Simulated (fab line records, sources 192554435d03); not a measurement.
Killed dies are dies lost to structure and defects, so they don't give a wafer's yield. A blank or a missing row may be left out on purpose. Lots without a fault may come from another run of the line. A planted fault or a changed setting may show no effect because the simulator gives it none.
Chamber matching | flow n5_finfet | N5_BEOL_M4_ILD_DEP_00 on pecvd-04: 3 sister chambers
The step deposits SiOC from DEMS/O2, target thk 79 nm, time 15.3 s. 6 wafers are shown with their chamber, then 12 later ones without.

WAFERS WITH THEIR CHAMBER
wafer  | chamber | throttle_valve_pct (%) | heater_power_w (W)
L086.2 | 0       | 11.1                   | 418
L088.1 | 0       | 11.6                   | 499
L088.6 | 2       | 11.0                   | 524
L094.3 | 1       | 12.3                   | 583
L094.4 | 1       | 12.3                   | 597
L094.5 | 2       | 11.3                   | 528

WAFERS WITHOUT THEIR CHAMBER
wafer  | throttle_valve_pct (%) | heater_power_w (W)
L096.1 | 12.4                   | 600
L096.2 | 11.2                   | 418
L096.3 | 11.1                   | 477
L096.4 | 11.2                   | 465
L096.5 | 12.8                   | 585
L096.6 | 11.3                   | 419
L095.2 | 11.4                   | 436
L095.3 | 12.2                   | 549
L095.5 | 11.9                   | 556
L097.2 | 12.2                   | 548
L097.3 | 10.9                   | 481
L097.5 | 11.1                   | 434

WHICH CHAMBER EACH WENT THROUGH
wafer  | from the rows above          | in truth
L096.1 | 1                            | 1
L096.2 | can't be placed: 0 or 2      | 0
L096.3 | can't be placed: 0 or 2      | 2
L096.4 | can't be placed: 0 or 2      | 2
L096.5 | 1                            | 1
L096.6 | 0                            | 0
L095.2 | 0                            | 0
L095.3 | 1                            | 1
L095.5 | can't be placed: 1 or 2 or 0 | 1
L097.2 | 1                            | 1
L097.3 | can't be placed: 2 or 0      | 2
L097.5 | can't be placed: 0 or 2      | 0
Placed correctly: 6 of 12. Can't be placed from these rows: 6 (the true chamber is among the candidates in 6). Placed wrongly: 0.
How it was worked out, from the rows above alone: a wafer's distance from a chamber is the root of the sum, over the readings, of the square of ((its reading less the chamber's mean) divided by the reading's scatter). The wafer belongs to the nearest chamber; if the next one is less than 2 further off, it can't be placed. A chamber's mean is the mean of its shown wafers. The scatter: the root of (the sum of the squares of (reading less its chamber's mean) over the shown wafers, divided by (wafers less chambers)).
